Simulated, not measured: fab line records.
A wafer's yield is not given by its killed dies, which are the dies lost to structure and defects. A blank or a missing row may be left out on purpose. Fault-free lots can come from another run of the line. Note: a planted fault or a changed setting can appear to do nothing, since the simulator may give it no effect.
A struck lot beside a sound one / flow n5Finfet / 41 out of 1938 route steps
Sound: these wafers, L343.2, L343.4, L343.6. Struck: wafers L341.2, L341.6 (left out: L341.4, a lot-mate that was not struck); the cause follows at the end.
Order at every step that has rows: each side's tool, ch and its chambers, its first start. Under that, the readings that differ: sound wafers / struck wafers / difference of the means / sigmas: that difference in standard deviations of wafers without a fault.
alike: same words and numbers on both sides, and readings whose means sit less than 2 such deviations apart. not compared: any withheld reading, any reading some wafer has no value for, any bound like >300 that may hide the same value, and any number with overlapping values for which the record gives no deviation.
A row with sigmas, a row that says differs or no value, or rows on one side alone: a step with any of these is where the two part. When numbers do not overlap yet have no deviation, they are printed without sigmas and do not part them. A reading missing from all wafers of one side parts the sides only when that side holds two or more wafers.

first, 9 steps without rows for these wafers: N5_BEOL_M4_ANNEAL_95 (time 240 s); N5_BEOL_M4_SPUTTER_96 (material Cu, target thk 4.5 nm, time 8.29 s); N5_BEOL_M4_ECD_50 (material Cu, target thk 300 nm); N5_BEOL_M4_ANNEAL_51 (time 90 s); N5_BEOL_M4_CMP_52 (polishes, stops on SiOC, t overpolish 6.8 s, target thk 40 nm); N5_BEOL_M4_PRE_CLEAN_60 (time 15 s); N5_BEOL_M4_CO_CAP_55 (material Co, precursor CCTBA/H2, target thk 2 nm, time 102.1 s); N5_BEOL_M4_PRE_CLEAN_56 (time 15 s); N5_BEOL_M4_DEP_57 (deposits SiCN from 3MS/NH3, target thk 8 nm, time 14 s).
N5_BEOL_M4_RC_MEAS_101:
  sound on prober-01 ch 0, day 15 11:52; struck on prober-01 ch 0, day 13 20:11
  alike: DIBL_N, DIBL_P, IOFF_N, IOFF_P, ION_N, ION_P, SS_N, SS_P, VT_N, VT_P
then, 24 steps without rows for these wafers: N5_BEOL_M5_ILD_DEP_00 (deposits SiCOH lowk from DEMS/porogen, target thk 140.64 nm, time 25.9 s); N5_BEOL_M5_CURE_79 (cures SiCOH lowk, time 240 s); N5_BEOL_M5_PECVD_70 (deposits SiO2 from TEOS/O2, target thk 16 nm, time 18 s); N5_BEOL_M5_HM_DEP_02 (deposits TiN, target thk 20 nm); N5_BEOL_M5_COAT_59 (time 60 s, resist thk 60 nm); N5_BEOL_M5_COAT_60 (time 60 s, resist thk 12 nm); N5_BEOL_M5_COAT_71 (time 60 s, resist thk 5 nm); N5_BEOL_M5_COAT_05 (resist thk 30 nm); N5_BEOL_M5_EBR_07; N5_BEOL_M5_SOFTBAKE_06 (time 60 s); N5_BEOL_M5_EXPOSE_08 (exposes mask M5, target cd 28 nm); N5_BEOL_M5_PEB_09 (peb time 60 s); N5_BEOL_M5_DEVELOP_10 (develop time 30 s); N5_BEOL_M5_DESCUM_16 (chemistry O2, time 7 s); N5_BEOL_M5_ETCH_72 (etches underlayer in N2/H2, target depth 6.5 nm, time 5.2 s); N5_BEOL_M5_ETCH_61 (etches SiARC in CF4, target depth 15.6 nm, time 26 s); N5_BEOL_M5_ETCH_62 (etches SOC in N2/H2, target depth 75 nm, overetch 15 nm, time 112.5 s); N5_BEOL_M5_STRIP_63 (strips in N2/H2); N5_BEOL_M5_STRIP_73 (strips in N2/H2); N5_BEOL_M5_STRIP_64 (strips in CF4); N5_BEOL_M5_HM_OPEN_17 (chemistry Cl2/BCl3, target TiN, target depth 20 nm, overetch 6 nm); N5_BEOL_M5_STRIP_19 (strips in O2); N5_BEOL_M5_COAT_65 (time 60 s, resist thk 60 nm); N5_BEOL_M5_COAT_66 (time 60 s, resist thk 12 nm).
N5_BEOL_M7_TRENCH_ETCH_37: etches SiCOH lowk in C4F6/O2, target depth 93.478 nm, time 31.2 s.
  sound on rieDiel-02 ch 1,2,3, day 16 22:52; struck on rieDiel-06 ch 2,3, day 15 04:31
reading=oesProductAu (a.u.); sound=0.84 0.72 0.77; struck=1.00 0.95; difference=+0.20; sigmas=+2
reading=showerheadPlenumPTorr (Torr); sound=2.75 2.80 2.74; struck=2.95 2.91; difference=+0.17; sigmas=+2
reading=model.BEOL_M7.featureDepthNm (nm); sound=94.8 94 90.6; struck=152 146.6; difference=+56; sigmas=
reading=model.etch.depthNm (nm); sound=94.75 94.06 90.67; struck=152 146.5; difference=+56; sigmas=
reading=model.TiN_of_BEOL_M7_HM_DEP_02.thkNm (nm); sound=16.8 17.4 17.4; struck=15.8 15.8; difference=-1.4; sigmas=
  alike: drypumpMotorCurrentA, oes_o_777_au, rfVppV, throttleValvePct
  not compared: rfHoursCounterH
N5_BEOL_M7_OCD_MEAS_38:
  sound on ocd-02 at day 16 23:02; struck on ocd-01 at day 15 04:41
reading=trenchDepthNm (nm); sound=95.0 94.2 90.9; struck=152.3 146.8; difference=+56.2; sigmas=+30
N5_BEOL_M7_CMP_52: polishes, stops on SiCOH lowk, t overpolish 6.9 s, target thk 80 nm.
  sound on cmp-01 ch 0,1,2, day 17 01:57; struck on cmp-01 ch 1,2, day 15 07:59
reading=model.Cu_of_BEOL_M7_ECD_50.thkNm (nm); sound=82.4 80.2 79.2; struck=138.8 133.4; difference=+55.5; sigmas=
  alike: clearingPlatenDownForcePsi, motorCurrentA
N5_BEOL_M7_THK_MEAS_53: measures by xrf.
  sound on filmMetro-01 at day 17 02:14; struck on filmMetro-02 at day 15 08:14
reading=M7_THK (nm); sound=84.4 81.9 81.2; struck=142.6 137.1; difference=+57.3; sigmas=+27
N5_BEOL_M7_RS_MEAS_57: a four-point-probe measurement.
  sound on filmMetro-02 at day 17 02:23; struck on filmMetro-01 at day 15 08:22
reading=M7_RS (ohm/sq); sound=0.275 0.284 0.290; struck=0.153 0.160; difference=-0.126; sigmas=-14
-- here the record skips 3 days between the struck wafers' starts before and after, leaving off in module BEOL_M7 and picking up in module BEOL_M15 (first step shown: number 1830 of the route) --
N5_BEOL_M15_RC_MEAS_101:
  sound on prober-01 ch 0, day 19 18:58; struck on prober-02 ch 0, day 18 13:25
reading=COMB_M10 (S/m); sound=1.8e-11 1.6e-11 2.2e-11; struck=1.2e-11; difference=-6.7e-12; sigmas=-2
reading=SERP_M13 (ohm/um); sound=0.307 0.305 0.305; struck=0.321; difference=+0.015; sigmas=+2
reading=SERP_M7 (ohm/um); sound=13.9 14.3 14.7; struck=8.1; difference=-6.2; sigmas=-10
reading=SERP_M7_max_site (ohm/um); sound=14.4 14.9 15.4; struck=8.3; difference=-6.6; sigmas=-10
  alike: COMB_M11, COMB_M12, COMB_M13, COMB_M14, COMB_M15, COMB_M5, COMB_M6, COMB_M8, COMB_M8_max_site, COMB_M9, SERP_M10, SERP_M11, SERP_M12, SERP_M14, SERP_M14_max_site, SERP_M5, SERP_M6, SERP_M8, SERP_M9
N5_PASSIVATION_PROBE_49:
  the record has rows for the struck wafers here (prober-02, day 19 04:08) and none for the sound ones

## WHERE THEY PART
At N5_BEOL_M7_TRENCH_ETCH_37 first; at N5_PASSIVATION_PROBE_49 last (within this record only).

WHY: what had been put in by the simulator
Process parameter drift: rieDiel-06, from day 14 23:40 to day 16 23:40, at N5_BEOL_M7_TRENCH_ETCH_37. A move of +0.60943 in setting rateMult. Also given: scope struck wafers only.
